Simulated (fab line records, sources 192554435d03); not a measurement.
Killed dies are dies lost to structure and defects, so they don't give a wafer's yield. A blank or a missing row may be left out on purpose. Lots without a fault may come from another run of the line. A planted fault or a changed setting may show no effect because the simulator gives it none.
Which tool did it? | flow n5_finfet | 8 lots, 24 wafers sampled, at 6 steps of a route of 1938

WHAT THE GAUGES READ, wafer by wafer
N5_BEOL_M12_OCD_MEAS_35.
lot  | measured     | on     | trench_depth_nm (nm)
L945 | day 10 23:21 | ocd-01 | 319 315 320
L947 | day 11 02:25 | ocd-02 | 320 314 315
L954 | day 13 00:34 | ocd-02 | 317 244 316
L953 | day 13 01:21 | ocd-02 | 270 321 271
L962 | day 14 12:46 | ocd-02 | 320 316 323
L960 | day 14 22:41 | ocd-01 | 315 327 323
L964 | day 16 00:12 | ocd-02 | 321 312 323
L967 | day 16 14:19 | ocd-02 | 322 322 322

WHICH TOOL RAN EACH LOT (tool, then ch and the chambers of the sampled wafers, then the start)
lot  | N5_BEOL_M11_DEP_56            | N5_BEOL_M12_DESCUM_15              | N5_BEOL_M12_ETCH_59                | N5_BEOL_M12_VIA_ETCH_16            | N5_BEOL_M12_STRIP_63
L945 | pecvd-01 ch 0,1, day 10 20:53 | rie_diel-06 ch 2,3, day 10 21:48   | rie_diel-06 ch 2,3, day 10 21:50   | rie_diel-06 ch 2,3, day 10 21:53   | plasma_asher-02 ch 0,1, day 10 22:05
L947 | pecvd-01 ch 0,1, day 11 00:06 | rie_diel-02 ch 1,2, day 11 00:52   | rie_diel-02 ch 1,2, day 11 00:54   | rie_diel-02 ch 1,2, day 11 00:58   | plasma_asher-02 ch 0,1, day 11 01:10
L954 | pecvd-02 ch 0,1, day 12 22:09 | rie_diel-06 ch 1,3, day 12 22:56   | rie_diel-06 ch 1,3, day 12 22:58   | rie_diel-06 ch 1,3, day 12 23:01   | plasma_asher-01 ch 0,1, day 12 23:13
L953 | pecvd-01 ch 0,2, day 12 22:59 | rie_diel-06 ch 0,1,2, day 12 23:55 | rie_diel-06 ch 0,1,2, day 12 23:58 | rie_diel-06 ch 0,1,2, day 13 00:01 | plasma_asher-01 ch 0,1, day 13 00:13
L962 | pecvd-03 ch 1,2, day 14 10:10 | rie_diel-03 ch 1,2, day 14 10:52   | rie_diel-03 ch 1,2, day 14 10:55   | rie_diel-03 ch 1,2, day 14 10:58   | plasma_asher-01 ch 0,1, day 14 11:10
L960 | pecvd-03 ch 1,2, day 14 19:54 | rie_diel-03 ch 2,3, day 14 20:54   | rie_diel-03 ch 2,3, day 14 20:56   | rie_diel-03 ch 2,3, day 14 20:59   | plasma_asher-02 ch 0,1, day 14 21:11
L964 | pecvd-02 ch 0,1, day 15 21:59 | rie_diel-03 ch 1,2,3, day 15 22:38 | rie_diel-03 ch 1,2,3, day 15 22:40 | rie_diel-03 ch 1,2,3, day 15 22:43 | plasma_asher-02 ch 0,1, day 15 22:55
L967 | pecvd-01 ch 0,1, day 16 11:20 | rie_diel-06 ch 1,2, day 16 12:46   | rie_diel-06 ch 1,2, day 16 12:47   | rie_diel-06 ch 1,2, day 16 12:51   | plasma_asher-02 ch 0,1, day 16 13:03
- N5_BEOL_M11_DEP_56: deposits SiCN from 3MS/NH3, target thk 30 nm, time 10.5 s.
- N5_BEOL_M12_DESCUM_15: chemistry O2, time 7.9 s.
- N5_BEOL_M12_ETCH_59: etches BARC in N2/H2, target depth 89 nm, overetch 26.7 nm, time 67.9 s.
- N5_BEOL_M12_VIA_ETCH_16: etches SiOC in C4F8/O2/Ar, target depth 724.8 nm.
- N5_BEOL_M12_STRIP_63: strips in N2/H2.

THE ANSWER, worked out from the rows above alone
Rule: what is usual is taken from the lots themselves. Put in order of their means at a reading, lots are off if they are a third of the lots or fewer, leave a main group of 4 or more, and stand apart from it by a gap of 3 or more times the standard deviation of the main group's means; of several such gaps the widest counts. A main group whose means are all the same, to the digits that the tables above print for the reading, isn't used. A lot without any number at a reading at which 4 lots or more have one is off too. The other lots that the step has rows for count as sound.
Off: L954, L953, at N5_BEOL_M12_OCD_MEAS_35 (trench_depth_nm). The main group: mean 319 nm, standard deviation 2.
A tool fits if, at a process step before that reading, it ran every lot that is off, and no sound lot after the first of them. The gauges at N5_BEOL_M12_OCD_MEAS_35 are tried like those tools. None of those tried fits.

WHAT THE SIMULATOR HAD PUT IN
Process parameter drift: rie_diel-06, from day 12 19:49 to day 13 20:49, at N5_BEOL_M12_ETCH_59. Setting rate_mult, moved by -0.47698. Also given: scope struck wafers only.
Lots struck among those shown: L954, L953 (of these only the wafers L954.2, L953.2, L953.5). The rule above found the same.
